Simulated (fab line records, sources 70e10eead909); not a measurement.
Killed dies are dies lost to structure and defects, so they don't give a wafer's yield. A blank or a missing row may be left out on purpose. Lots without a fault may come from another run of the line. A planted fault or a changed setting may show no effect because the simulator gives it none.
Which tool did it? | flow nand_harc | 6 lots, 18 wafers sampled, at 2 steps of a route of 1302

WHAT THE GAUGES READ, wafer by wafer
NHARC_P_ZERO_WELL_CD_MEAS_24: target cd 720 nm.
lot  | measured     | on        | cd_nm (nm)
L636 | day 2 18:21  | cd_sem-01 | 722.6 722.0 718.1
L644 | day 6 02:32  | cd_sem-02 | 721.6 720.9 720.8
L646 | day 6 22:35  | cd_sem-03 | 720.9 719.4 719.1
L649 | day 8 04:31  | cd_sem-03 | 718.2 717.9 717.0
L653 | day 9 20:52  | cd_sem-02 | 721.1 718.5 717.4
L657 | day 11 12:28 | cd_sem-02 | 722.1 720.9 722.3

WHICH TOOL RAN EACH LOT (tool, then ch and the chambers of the sampled wafers, then the start)
lot  | NHARC_P_ZERO_WELL_EXPOSE_21
L636 | krf_scanner-01 ch 0, day 2 18:12
L644 | krf_scanner-04 ch 0, day 6 02:22
L646 | krf_scanner-04 ch 0, day 6 22:26
L649 | krf_scanner-04 ch 0, day 8 04:22
L653 | krf_scanner-01 ch 0, day 9 20:43
L657 | krf_scanner-01 ch 0, day 11 12:19
- NHARC_P_ZERO_WELL_EXPOSE_21: exposes mask P NWELL, target cd 720 nm.

THE ANSWER, worked out from the rows above alone
Rule: what is usual is taken from the lots themselves. Put in order of their means at a reading, lots are off if they are a third of the lots or fewer, leave a main group of 4 or more, and stand apart from it by a gap of 3 or more times the standard deviation of the main group's means; of several such gaps the widest counts. A main group whose means are all the same, to the digits that the tables above print for the reading, isn't used. A lot without any number at a reading at which 4 lots or more have one is off too. The other lots that the step has rows for count as sound.
No lot is off at any reading shown: from this, nothing can be told.

WHAT THE SIMULATOR HAD PUT IN
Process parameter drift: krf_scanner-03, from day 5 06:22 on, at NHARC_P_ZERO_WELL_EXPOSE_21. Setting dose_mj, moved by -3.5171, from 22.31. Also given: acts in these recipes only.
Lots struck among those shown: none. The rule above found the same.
